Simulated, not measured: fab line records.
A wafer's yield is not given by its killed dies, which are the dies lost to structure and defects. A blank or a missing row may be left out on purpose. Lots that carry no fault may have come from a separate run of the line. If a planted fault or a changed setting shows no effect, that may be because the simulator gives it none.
A struck lot beside a sound one	flow nand harc	25 out of 1302 route steps
Sound: wafers L450.1, L450.4, L450.6. Wafers L444.1, L444.5, L444.6 were the ones struck. At the end, the cause is stated.
Order at every step that has rows: each side's tool, ch and its chambers, its first start. Under that, the readings that differ: sound wafers	struck wafers	difference of the means	sigmas: that difference in standard deviations of wafers without a fault.
alike: readings whose means differ by less than 2 such deviations, and words and numbers that are the same on both sides. not compared: withheld readings, readings that some wafer has no value for, bounds like >300 that may hide the same value, and numbers for which the record gives no deviation and whose values overlap.
The two part at a step that has a row with sigmas, a row that says differs or no value, or rows on one side only. Numbers that don't overlap but have no deviation are shown without sigmas and don't part them. A reading missing from all wafers of one side parts the sides only when that side holds two or more wafers.

first, 5 steps without rows for these wafers: NHARC_A_SLIT_SOFTBAKE_04 (time 55 s); NHARC_A_SLIT_EBR_05; NHARC_A_SLIT_EXPOSE_06 (exposes mask SLIT); NHARC_A_SLIT_PEB_07 (peb time 65 s); NHARC_A_SLIT_DEVELOP_08 (develop time 35 s).
NHARC_A_SLIT_CD_MEAS_09: the cd target is 300 nm.
  sound on cd sem-01 ch 0, day 25 12:05; struck on cd sem-03 ch 0, day 24 13:16
  alike: cd nm
NHARC_A_SLIT_OVL_MEAS_10:
  sound on overlay-01 at day 25 12:10; struck on overlay-01 at day 24 13:21
reading	sound	struck	difference	sigmas
overlay x nm (nm)	0.7 0.8 0.4	-0.8 -0.9 -0.3	-1.3	-2
overlay y nm (nm)	-0.5 -1.0 -0.7	0.4 1.1 1.1	+1.6	+2
NHARC_A_SLIT_INSPECT_11:
  sound on defect inspect-01 at day 25 12:13; struck on defect inspect-02 at day 24 13:23
  alike: raw defect count
then, 1 step without rows for these wafers: NHARC_A_SLIT_DESCUM_14 (chemistry O2, time 3 s).
NHARC_A_SLIT_ETCH_24: etches the open film in CF4/CHF3, target depth 121 nm, time 60.5 s.
  sound on rie diel-10 ch 0,1, day 25 12:21; struck on rie diel-03 ch 0,1,2, day 24 13:33
  alike: drypump motor current A, mfc ar sccm, oes product au, rf fwd power W, rf vpp V, showerhead plenum p Torr, throttle valve pct
  not compared: rf hours counter h
NHARC_A_SLIT_ETCH_15: etches the open film in O2/COS, target depth 6200 nm, time 1612 s.
  sound: rie diel-10 ch 0,2,3; struck: rie diel-03 ch 0,1
  alike: drypump motor current A, mfc ar sccm, oes product au, rf fwd power W, rf vpp V, showerhead plenum p Torr, throttle valve pct
  not compared: rf hours counter h
NHARC_A_SLIT_ETCH_17: etches the open film in C4F8/O2/Ar, time 4254.5 s, target depth 20300 nm.
  sound on har etch-01 ch 0,1, day 25 16:26; struck on har etch-02 ch 0,1, day 24 14:43
reading	sound	struck	difference	sigmas
he backside leak sccm (sccm)	6.7 6.7 6.7	4.9 5.6 5.0	-1.5	-2
  alike: drypump motor current A, mfc ar sccm, showerhead plenum p Torr, throttle valve pct
  not compared: rf hours counter h
NHARC_A_SLIT_ETCH_26: etches the open film in C4F8/O2/Ar, time 90 s, target depth 400 nm.
  sound on har etch-01 ch 0,1, day 25 19:29; struck on har etch-02 ch 0,1, day 24 18:21
reading	sound	struck	difference	sigmas
he backside leak sccm (sccm)	6.8 6.7 6.4	5.2 5.5 5.1	-1.4	-2
  alike: drypump motor current A, mfc ar sccm, rf fwd power W, showerhead plenum p Torr, throttle valve pct
  not compared: rf hours counter h
then, 1 step without rows for these wafers: NHARC_A_SLIT_STRIP_28 (strips in O2/COS).
NHARC_A_SLIT_ETCH_29: etches the open film in CF4/O2, target depth 100 nm, overetch 10 nm, time 55 s.
  sound on rie diel-03 ch 0,2,3, day 25 20:22; struck on rie diel-04 ch 2,3, day 24 19:14
  alike: drypump motor current A, mfc ar sccm, oes product au, rf fwd power W, rf vpp V, showerhead plenum p Torr, throttle valve pct
  not compared: rf hours counter h
then, 3 steps without rows for these wafers: NHARC_A_SLIT_STRIP_18 (strips in O2); NHARC_A_SLIT_PRECLEAN_19 (cleans in SC1); NHARC_A_SLIT_SRD_20.
NHARC_A_SLIT_CD_MEAS_21:
  sound on cd sem-03 at day 25 20:53; struck on cd sem-03 at day 24 19:46
  alike: cd nm
then, 3 steps without rows for these wafers: NHARC_A_SIN_REMOVE_WET_00 (chemistry H3PO4, time 15300 s); NHARC_A_SIN_REMOVE_PRECLEAN_01 (cleans in SC1); NHARC_A_SIN_REMOVE_SRD_02.
NHARC_A_SIN_REMOVE_INSPECT_04:
  sound on defect inspect-02 at day 26 02:43; struck on defect inspect-02 at day 25 02:23
reading	sound	struck	difference	sigmas
raw defect count	558 486 520	748 708 670	+187	+2
NHARC_A_WL_FILL_ALD_00: deposits Al2O3, target thk 3 nm, pulse time 3 s, ald cycles 30.
  sound on ald hk-02 ch 0,1, day 26 02:48; struck on ald hk-04 ch 0,1, day 25 02:28
  alike: heater power w, precursor pulse height rel
-- the record jumps here: 4 days lie between the struck wafers' starts before and after (it left off in module A_WL_FILL and takes up again in module END, whose first step shown is number 1302 of the route) --
NHARC_END_SORT_01:
  here the record holds rows for the struck wafers (prober-02 ch 0, day 29 05:25) but none for the sound ones

== WHERE THEY PART ==
At NHARC_A_SLIT_OVL_MEAS_10 first; at NHARC_END_SORT_01 last (within this record only).

WHY: what had been put in by the simulator
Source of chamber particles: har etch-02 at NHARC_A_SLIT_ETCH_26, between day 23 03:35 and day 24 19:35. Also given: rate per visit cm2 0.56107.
